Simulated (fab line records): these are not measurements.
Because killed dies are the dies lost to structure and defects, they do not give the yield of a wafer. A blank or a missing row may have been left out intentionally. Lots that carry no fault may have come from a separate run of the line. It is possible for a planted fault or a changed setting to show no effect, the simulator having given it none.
Matching of chambers | flow n5 finfet | 4 sister chambers for N5_FIN_SAQP_MANDREL_ETCH_58 on rie si-06
The step etches a-Si in HBr/Cl2, stops on SiNx, target depth 45 nm, bt time 10 s, time 27 s. 4 wafers are shown with their chamber, then 7 later ones without.

WAFERS PAIRED WITH THEIR CHAMBERS
wafer  | chamber | throttle valve pct (%)
L779.6 | 3       | 36.6
L780.2 | 2       | 35.6
L780.4 | 0       | 35.1
L781.2 | 1       | 35.8

WAFERS WITH NO CHAMBER GIVEN
wafer  | throttle valve pct (%)
L781.4 | 36.6
L781.5 | 35.5
L783.1 | 36.6
L783.4 | 35.5
L783.6 | 35.1
L790.1 | 35.6
L790.5 | 35.5

WHICH CHAMBER EACH WENT THROUGH
wafer  | from the rows above | in truth
L781.4 | 3                   | 3
L781.5 | 2                   | 2
L783.1 | 3                   | 3
L783.4 | 2                   | 2
L783.6 | 0                   | 0
L790.1 | 2                   | 2
L790.5 | 2                   | 2
Correct placement for 7 of the 7. Left unplaced by these rows: 0. Wrongly placed: 0.
How it was worked out, from the rows above alone: a wafer's distance from a chamber is the root of the sum, over the readings, of the square of ((its reading less the chamber's mean) divided by the reading's scatter). If the next closest chamber is less than 2 further off than the closest, the wafer can't be placed; otherwise it belongs to the closest. A chamber's mean is the mean of its shown wafers. The scatter: root of mean squared gap, hidden wafer to nearest shown wafer, with one shown wafer a chamber.
